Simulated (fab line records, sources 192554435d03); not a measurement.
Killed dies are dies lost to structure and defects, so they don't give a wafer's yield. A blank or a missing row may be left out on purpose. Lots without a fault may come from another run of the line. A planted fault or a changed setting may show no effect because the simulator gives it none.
Split-lot experiment | flow n5_finfet | 7 lots, 39 wafers read, on a route of 1938 steps

THE SPLIT
At N5_DUMMY_GATE_ETCH_37 (etches SOC in N2/H2, target depth 60 nm, overetch 30 nm), the setting source_w was moved away from the recipe's 840 W on 15 of the 39 wafers read, by -17.1% to +18.8%. The other wafers ran this setting at the recipe's value.

The reading is taken at the split's own step.

THE READING
rf_vpp_V, in V, at N5_DUMMY_GATE_ETCH_37 (etches SOC in N2/H2, target depth 60 nm, overetch 30 nm). Fault-free wafers of this fab line usually give 524.3 V, standard deviation 1.8 V.

wafer  | tool, chamber at the split | source_w as run, W | against the recipe | rf_vpp_V, V | against lot-mates on the recipe
L074.1 | rie_diel-03, 3             | 954.9              | +13.7%             | 504.6       | -19.6
L074.2 | rie_diel-03, 2             | 954.9              | +13.7%             | 504.7       | -19.5
L074.3 | rie_diel-03, 1             | 954.9              | +13.7%             | 502.3       | -21.9
L074.4 | rie_diel-03, 0             | 840                | recipe             | 522.9       | -
L074.5 | rie_diel-03, 2             | 840                | recipe             | 525.1       | -
L074.6 | rie_diel-03, 1             | 840                | recipe             | 524.6       | -
L077.2 | rie_diel-03, 0             | 840                | recipe             | 523.7       | -
L077.5 | rie_diel-03, 2             | 840                | recipe             | 527.1       | -
L077.6 | rie_diel-03, 1             | 840                | recipe             | 525.7       | -
L080.1 | rie_diel-06, 1             | 840                | recipe             | 519.8       | -
L080.2 | rie_diel-06, 0             | 777.8              | -7.4%              | 538.7       | +15.0
L080.3 | rie_diel-06, 2             | 840                | recipe             | 525.4       | -
L080.4 | rie_diel-06, 3             | 777.8              | -7.4%              | 536.9       | +13.2
L080.5 | rie_diel-06, 2             | 840                | recipe             | 525.9       | -
L080.6 | rie_diel-06, 1             | 777.8              | -7.4%              | 534.3       | +10.6
L084.1 | rie_diel-03, 3             | 696.5              | -17.1%             | 558.0       | +33.6
L084.2 | rie_diel-03, 2             | 840                | recipe             | 525.9       | -
L084.3 | rie_diel-03, 0             | 840                | recipe             | 523.4       | -
L084.4 | rie_diel-03, 1             | 840                | recipe             | 524.0       | -
L084.5 | rie_diel-03, 0             | 696.5              | -17.1%             | 555.6       | +31.2
L084.6 | rie_diel-03, 1             | 696.5              | -17.1%             | 559.1       | +34.7
L087.1 | rie_diel-06, 1             | 840                | recipe             | 520.9       | -
L087.2 | rie_diel-06, 3             | 997.8              | +18.8%             | 494.0       | -30.3
L087.3 | rie_diel-06, 2             | 840                | recipe             | 524.6       | -
L087.4 | rie_diel-06, 1             | 997.8              | +18.8%             | 490.1       | -34.2
L087.5 | rie_diel-06, 2             | 840                | recipe             | 527.3       | -
L087.6 | rie_diel-06, 3             | 997.8              | +18.8%             | 495.1       | -29.2
L090.1 | rie_diel-03, 2             | 739                | -12.0%             | 550.4       | +24.9
L090.2 | rie_diel-03, 0             | 739                | -12.0%             | 546.2       | +20.7
L090.3 | rie_diel-03, 1             | 739                | -12.0%             | 548.2       | +22.7
L090.4 | rie_diel-03, 3             | 840                | recipe             | 523.7       | -
L090.5 | rie_diel-03, 1             | 840                | recipe             | 526.1       | -
L090.6 | rie_diel-03, 2             | 840                | recipe             | 526.7       | -
L095.1 | rie_diel-03, 0             | 840                | recipe             | 523.1       | -
L095.2 | rie_diel-03, 1             | 840                | recipe             | 524.6       | -
L095.3 | rie_diel-03, 3             | 840                | recipe             | 523.9       | -
L095.4 | rie_diel-03, 2             | 840                | recipe             | 526.4       | -
L095.5 | rie_diel-03, 0             | 840                | recipe             | 522.7       | -
L095.6 | rie_diel-03, 3             | 840                | recipe             | 523.9       | -

THE FIT
A straight line over all 39 wafers: rf_vpp_V changes by -1.76 V for each +1% of source_w; r = -0.99; the points scatter about the line by 2.3 V.
The same after taking each lot's own level away (the mean of its wafers on the recipe; 39 wafers): -1.74 V for each +1%; r = -0.99; scatter 2.2 V.
On that fit, the largest move of source_w shifts the reading by 33 V.
The lots' own levels span 523.70 to 525.50 V, that is 1.0 times the standard deviation above.
So the lot-to-lot level changes the slope little: the two slopes agree.
Check: with one of the wafers moved furthest among these (+18.8%) left out of the fit, the line predicts -32.2 V for it against its lot-mates. It came out at -30.3 V against them.
Tool readings at the split's step, against how far the setting was moved: rf_vpp_V r = -0.99.

THE WHOLE CHAIN: every reading that the file lists as answering this split, in the file's order
step                  | what it does                                            | reading                                                                             | change (the file's fit)               | r (the file's)
N5_DUMMY_GATE_ETCH_37 | etches SOC in N2/H2, target depth 60 nm, overetch 30 nm | rf_vpp_V                                                                            | -1.74 V for each +1% of the setting   | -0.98
N5_DUMMY_GATE_ETCH_37 | etches SOC in N2/H2, target depth 60 nm, overetch 30 nm | SiARC_of_DUMMY_GATE_COAT_35.thk_nm (the simulator's own value, which no gauge read) | -0.025 nm for each +1% of the setting | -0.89

THE FILE'S OWN FIT
rf_vpp_V changes by -1.74 V for each +1% of source_w, r = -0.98.
